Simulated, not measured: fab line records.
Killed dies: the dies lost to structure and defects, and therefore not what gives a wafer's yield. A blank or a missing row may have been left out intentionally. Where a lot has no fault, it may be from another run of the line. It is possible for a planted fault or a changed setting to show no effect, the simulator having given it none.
Commonality check across tools :: flow nandHarc :: Lots sampled 12, wafers sampled 36

THE REASON FOR OPENING IT
On 2 of the 12 lots, a flag is raised at NHARC_A_ONON_D2_THK_MEAS_27 on the reading thkNm. No-fault wafers: 1000 nm, standard deviation 10.
Rule: a lot gets a flag if all its wafers with a number sit over 4 standard deviations from that mean, or if no wafer of it has a number. All remaining lots are regarded as sound.

lot: L761
measured: day 13 07:28
on: filmMetro-01
thkNm (nm), wafer by wafer: 1008 1008 1005
flag: 

lot: L762
measured: day 13 17:29
on: filmMetro-01
thkNm (nm), wafer by wafer: 1010 1011 1010
flag: 

lot: L763
measured: day 13 17:30
on: filmMetro-01
thkNm (nm), wafer by wafer: 1007 1006 1005
flag: 

lot: L769
measured: day 16 11:16
on: filmMetro-02
thkNm (nm), wafer by wafer: 452 451 450
flag: FLAGGED

lot: L770
measured: day 16 17:26
on: filmMetro-01
thkNm (nm), wafer by wafer: 439 440 440
flag: FLAGGED

lot: L774
measured: day 18 19:44
on: filmMetro-02
thkNm (nm), wafer by wafer: 1003 1001 1001
flag: 

lot: L776
measured: day 19 23:32
on: filmMetro-01
thkNm (nm), wafer by wafer: 999 996 997
flag: 

lot: L777
measured: day 19 23:35
on: filmMetro-02
thkNm (nm), wafer by wafer: 992 992 994
flag: 

lot: L778
measured: day 20 10:13
on: filmMetro-02
thkNm (nm), wafer by wafer: 988 985 988
flag: 

lot: L780
measured: day 21 19:59
on: filmMetro-01
thkNm (nm), wafer by wafer: 998 998 999
flag: 

lot: L783
measured: day 22 17:36
on: filmMetro-01
thkNm (nm), wafer by wafer: 1007 1008 1008
flag: 

lot: L782
measured: day 22 17:36
on: filmMetro-01
thkNm (nm), wafer by wafer: 983 984 983
flag: 
The numbers of the flagged lots are 445 nm on average: -555 nm against the usual, or -55 standard deviations.

EACH LOT AND THE TOOL IT RAN ON
Before the reading, the record contains 3 process steps out of a 1302-step route. Each cell gives the tool, then ch followed by the chambers the sampled wafers passed through, then the start.
lot: L761
flag: 
NHARC_A_DECK1_JOINT_ETCHBACK_00: rieSi-01 ch 0,2, day 11 20:01
NHARC_A_DECK1_JOINT_DEP_16: pecvd-01 ch 0,1,2, day 12 19:10
NHARC_A_ONON_D2_DEP_25: pecvdOnon-03 ch 0, day 13 06:57

lot: L762
flag: 
NHARC_A_DECK1_JOINT_ETCHBACK_00: rieSi-05 ch 0,2, day 12 04:41
NHARC_A_DECK1_JOINT_DEP_16: pecvd-04 ch 0,2, day 13 05:19
NHARC_A_ONON_D2_DEP_25: pecvdOnon-03 ch 0, day 13 16:58

lot: L763
flag: 
NHARC_A_DECK1_JOINT_ETCHBACK_00: rieSi-06 ch 0,1, day 12 04:38
NHARC_A_DECK1_JOINT_DEP_16: pecvd-03 ch 0,2, day 13 05:20
NHARC_A_ONON_D2_DEP_25: pecvdOnon-02 ch 0, day 13 16:59

lot: L769
flag: FLAGGED
NHARC_A_DECK1_JOINT_ETCHBACK_00: rieSi-01 ch 0,1,3, day 15 00:47
NHARC_A_DECK1_JOINT_DEP_16: pecvd-01 ch 0,1, day 15 22:22
NHARC_A_ONON_D2_DEP_25: pecvdOnon-03 ch 0, day 16 10:49

lot: L770
flag: FLAGGED
NHARC_A_DECK1_JOINT_ETCHBACK_00: rieSi-01 ch 0,1,3, day 15 07:58
NHARC_A_DECK1_JOINT_DEP_16: pecvd-03 ch 0,1, day 16 04:05
NHARC_A_ONON_D2_DEP_25: pecvdOnon-03 ch 0, day 16 16:56

lot: L774
flag: 
NHARC_A_DECK1_JOINT_ETCHBACK_00: rieSi-01 ch 1,3, day 17 05:03
NHARC_A_DECK1_JOINT_DEP_16: pecvd-01 ch 1,2, day 18 06:51
NHARC_A_ONON_D2_DEP_25: pecvdOnon-01 ch 0, day 18 19:13

lot: L776
flag: 
NHARC_A_DECK1_JOINT_ETCHBACK_00: rieSi-01 ch 0,2,3, day 18 16:13
NHARC_A_DECK1_JOINT_DEP_16: pecvd-03 ch 0,1,2, day 19 10:57
NHARC_A_ONON_D2_DEP_25: pecvdOnon-03 ch 0, day 19 23:02

lot: L777
flag: 
NHARC_A_DECK1_JOINT_ETCHBACK_00: rieSi-05 ch 1,2,3, day 18 11:50
NHARC_A_DECK1_JOINT_DEP_16: pecvd-01 ch 0,2, day 19 10:59
NHARC_A_ONON_D2_DEP_25: pecvdOnon-02 ch 0, day 19 23:05

lot: L778
flag: 
NHARC_A_DECK1_JOINT_ETCHBACK_00: rieSi-05 ch 2,3, day 19 01:28
NHARC_A_DECK1_JOINT_DEP_16: pecvd-01 ch 0,1,2, day 19 21:39
NHARC_A_ONON_D2_DEP_25: pecvdOnon-03 ch 0, day 20 09:50

lot: L780
flag: 
NHARC_A_DECK1_JOINT_ETCHBACK_00: rieSi-05 ch 0,2,3, day 20 05:20
NHARC_A_DECK1_JOINT_DEP_16: pecvd-03 ch 0,1, day 21 07:44
NHARC_A_ONON_D2_DEP_25: pecvdOnon-01 ch 0, day 21 19:28

lot: L783
flag: 
NHARC_A_DECK1_JOINT_ETCHBACK_00: rieSi-01 ch 2,3, day 21 02:43
NHARC_A_DECK1_JOINT_DEP_16: pecvd-03 ch 0,1, day 22 05:25
NHARC_A_ONON_D2_DEP_25: pecvdOnon-03 ch 0, day 22 17:09

lot: L782
flag: 
NHARC_A_DECK1_JOINT_ETCHBACK_00: rieSi-05 ch 1,2,3, day 20 18:53
NHARC_A_DECK1_JOINT_DEP_16: pecvd-01 ch 1,2, day 22 07:02
NHARC_A_ONON_D2_DEP_25: pecvdOnon-02 ch 0, day 22 17:10
What is done by these steps:
- NHARC_A_DECK1_JOINT_ETCHBACK_00: etches the open film in HBr, target depth 30 nm, time 17.4 s.
- NHARC_A_DECK1_JOINT_DEP_16: deposits SiO2, target thk 45 nm.
- NHARC_A_ONON_D2_DEP_25: target thk 1000 nm.
- NHARC_A_ONON_D2_THK_MEAS_27: measures by ellipsometry.

FLAGGED OVER TOTAL, TOOL BY TOOL (the gauges that took the reading come last)
step: NHARC_A_DECK1_JOINT_ETCHBACK_00
tool: rieSi-01
lots run: 6
flagged: 2
share of the flagged lots: all
sound lots run after its first flagged lot: 3 (L774,L776,L783)

step: NHARC_A_DECK1_JOINT_ETCHBACK_00
tool: rieSi-05
lots run: 5
flagged: 0
share of the flagged lots: none
sound lots run after its first flagged lot: -

step: NHARC_A_DECK1_JOINT_ETCHBACK_00
tool: rieSi-06
lots run: 1
flagged: 0
share of the flagged lots: none
sound lots run after its first flagged lot: -

step: NHARC_A_DECK1_JOINT_DEP_16
tool: pecvd-01
lots run: 6
flagged: 1
share of the flagged lots: some
sound lots run after its first flagged lot: 4 (L774,L777,L778,L782)

step: NHARC_A_DECK1_JOINT_DEP_16
tool: pecvd-03
lots run: 5
flagged: 1
share of the flagged lots: some
sound lots run after its first flagged lot: 3 (L776,L780,L783)

step: NHARC_A_DECK1_JOINT_DEP_16
tool: pecvd-04
lots run: 1
flagged: 0
share of the flagged lots: none
sound lots run after its first flagged lot: -

step: NHARC_A_ONON_D2_DEP_25
tool: pecvdOnon-01
lots run: 2
flagged: 0
share of the flagged lots: none
sound lots run after its first flagged lot: -

step: NHARC_A_ONON_D2_DEP_25
tool: pecvdOnon-02
lots run: 3
flagged: 0
share of the flagged lots: none
sound lots run after its first flagged lot: -

step: NHARC_A_ONON_D2_DEP_25
tool: pecvdOnon-03
lots run: 7
flagged: 2
share of the flagged lots: all
sound lots run after its first flagged lot: 3 (L776,L778,L783)

step: NHARC_A_ONON_D2_THK_MEAS_27
tool: filmMetro-01
lots run: 8
flagged: 1
share of the flagged lots: some
sound lots run after its first flagged lot: 4 (L776,L780,L783,L782)

step: NHARC_A_ONON_D2_THK_MEAS_27
tool: filmMetro-02
lots run: 4
flagged: 1
share of the flagged lots: some
sound lots run after its first flagged lot: 3 (L774,L777,L778)

THE TABLE: WHAT IT ALLOWS
Every flagged lot went through 2 rows of the table: rieSi-01 at NHARC_A_DECK1_JOINT_ETCHBACK_00 and pecvdOnon-03 at NHARC_A_ONON_D2_DEP_25.
- rieSi-01 at NHARC_A_DECK1_JOINT_ETCHBACK_00 ran 6 lots, 2 of them flagged. Lots that were sound ran on it after the first flagged one (L774, L776, L783); a persistent fault on the entire tool would not allow that.
- pecvdOnon-03 at NHARC_A_ONON_D2_DEP_25 ran 7 lots, 2 of them flagged. Lots that were sound ran on it after the first flagged one (L776, L778, L783); a persistent fault on the entire tool would not allow that.
There is no row in the table that ran each flagged lot and no sound lot after the first.

WHAT HAD BEEN PUT IN BY THE SIMULATOR
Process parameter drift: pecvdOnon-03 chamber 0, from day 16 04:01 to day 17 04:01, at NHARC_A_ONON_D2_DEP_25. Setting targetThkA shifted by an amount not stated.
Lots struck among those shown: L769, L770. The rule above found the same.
